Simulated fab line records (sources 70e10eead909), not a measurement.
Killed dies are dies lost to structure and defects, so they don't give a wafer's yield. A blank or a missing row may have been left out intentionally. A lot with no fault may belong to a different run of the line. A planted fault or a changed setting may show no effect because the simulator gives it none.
Which of the tools did it? | flow nand-harc | 7 lots with 19 wafers sampled at 2 steps, on a route of 1159 steps

## WHAT THE GAUGES READ, wafer by wafer
NHARC_A_ONON_D1_THK_MEAS_30: measures by ellipsometry.
lot  | measured     | on            | thk-nm (nm)
L440 | day 8 19:10  | film-metro-01 | 1010 1009 1011
L442 | day 8 23:00  | film-metro-01 | 1007 1322
L447 | day 10 08:04 | film-metro-02 | 1015 1325
L451 | day 11 07:34 | film-metro-02 | 998 999 999
L455 | day 12 09:16 | film-metro-02 | 1008 1011 1010
L457 | day 12 16:55 | film-metro-02 | 992 990 991
L459 | day 13 07:21 | film-metro-02 | 992 995 996

## WHICH TOOL RAN EACH LOT (tool, then ch and the chambers of the sampled wafers, then the start)
lot  | NHARC_A_ONON_D1_DEP_28
L440 | pecvd-onon-01 ch 0, day 8 18:39
L442 | pecvd-onon-03 ch 0, day 8 22:29
L447 | pecvd-onon-03 ch 0, day 10 07:34
L451 | pecvd-onon-01 ch 0, day 11 07:14
L455 | pecvd-onon-01 ch 0, day 12 08:49
L457 | pecvd-onon-03 ch 0, day 12 16:28
L459 | pecvd-onon-03 ch 0, day 13 06:50
- NHARC_A_ONON_D1_DEP_28: target thk 1000 nm.

## THE ANSWER, worked out from the rows above alone
Rule: the lots themselves supply what counts as usual. The widest of any qualifying gaps counts: lots, ordered by their means at a reading, are off when they make up no more than a third of the lots, leave a main group of 4 or more, and stand apart from it by 3 or more times the standard deviation of that group's means. If all means in a main group match to the digits the tables above print for the reading, that group is not used. A lot without any number at a reading at which 4 lots or more have one is off too. All remaining lots with rows at the step are treated as sound.
Off, at NHARC_A_ONON_D1_THK_MEAS_30 on thk-nm: L442, L447. The main group has a mean of 1001 nm with a standard deviation of 7.8.
If a tool, at a process step before that reading, ran all the lots that are off and no sound lot after the first of them, it fits. Those tools and the gauges at NHARC_A_ONON_D1_THK_MEAS_30 are tried in the same way. Of those tried, none fits.

## WHAT THE SIMULATOR HAD INSERTED
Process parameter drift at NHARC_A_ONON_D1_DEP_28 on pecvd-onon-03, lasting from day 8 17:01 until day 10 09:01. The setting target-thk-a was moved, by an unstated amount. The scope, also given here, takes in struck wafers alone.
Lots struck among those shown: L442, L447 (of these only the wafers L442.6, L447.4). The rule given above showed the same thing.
